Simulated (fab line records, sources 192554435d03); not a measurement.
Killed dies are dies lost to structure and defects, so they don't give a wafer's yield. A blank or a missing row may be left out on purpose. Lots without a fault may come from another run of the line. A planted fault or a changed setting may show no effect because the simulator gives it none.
Chamber matching | flow n5_finfet | N5_SD_EPI_P_ETCH_47 on rie_diel-03: 4 sister chambers
The step etches SiOCN in CH3F/O2, target depth 25 nm. 14 wafers are shown with their chamber, then 6 later ones without.

WAFERS WITH THEIR CHAMBER
wafer  | chamber | showerhead_plenum_p_Torr (Torr) | oes_product_au (a.u.) | throttle_valve_pct (%)
L074.2 | 3       | 1.86                            | 0.82                  | 16.07
L074.5 | 1       | 2.09                            | 0.77                  | 16.17
L074.6 | 3       | 1.86                            | 0.82                  | 16.05
L075.3 | 1       | 2.09                            | 0.76                  | 16.17
L075.4 | 1       | 2.09                            | 0.76                  | 16.17
L075.5 | 3       | 1.86                            | 0.81                  | 16.07
L079.1 | 1       | 2.08                            | 0.76                  | 16.21
L079.4 | 3       | 1.86                            | 0.81                  | 16.06
L082.1 | 3       | 1.85                            | 0.80                  | 16.10
L082.4 | 2       | 2.09                            | 0.77                  | 16.18
L082.6 | 0       | 2.06                            | 0.73                  | 16.23
L084.3 | 2       | 2.08                            | 0.76                  | 16.18
L084.5 | 0       | 2.06                            | 0.72                  | 16.25
L084.6 | 2       | 2.08                            | 0.76                  | 16.18

SIGNATURES (means of the wafers above)
reading                  | chamber 0 | chamber 1 | chamber 2 | chamber 3 | scatter within a chamber
showerhead_plenum_p_Torr | 2.0600    | 2.0875    | 2.0833    | 1.8580    | 0.00471
oes_product_au           | 0.7250    | 0.7625    | 0.7633    | 0.8120    | 0.00687
throttle_valve_pct       | 16.2400   | 16.1800   | 16.1800   | 16.0700   | 0.0167
Rule: a wafer's distance from a chamber is the root of the sum, over the readings, of the square of ((its reading less the chamber's mean) divided by the reading's scatter). The wafer belongs to the nearest chamber; if the next one is less than 2 further off, it can't be placed. The scatter: the root of (the sum of the squares of (reading less its chamber's mean) over the shown wafers, divided by (wafers less chambers)).

WAFERS WITHOUT THEIR CHAMBER
wafer  | showerhead_plenum_p_Torr (Torr) | oes_product_au (a.u.) | throttle_valve_pct (%)
L090.1 | 2.08                            | 0.75                  | 16.21
L090.3 | 2.06                            | 0.71                  | 16.27
L090.6 | 2.06                            | 0.71                  | 16.26
L097.1 | 2.05                            | 0.70                  | 16.28
L097.4 | 2.08                            | 0.74                  | 16.23
L097.5 | 2.05                            | 0.70                  | 16.28

WHICH CHAMBER EACH WENT THROUGH
wafer  | from the rows above          | in truth
L090.1 | can't be placed: 2 or 1      | 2
L090.3 | 0                            | 0
L090.6 | 0                            | 0
L097.1 | 0                            | 0
L097.4 | can't be placed: 2 or 1 or 0 | 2
L097.5 | 0                            | 0
Placed correctly: 4 of 6. Can't be placed from these rows: 2 (the true chamber is among the candidates in 2). Placed wrongly: 0.
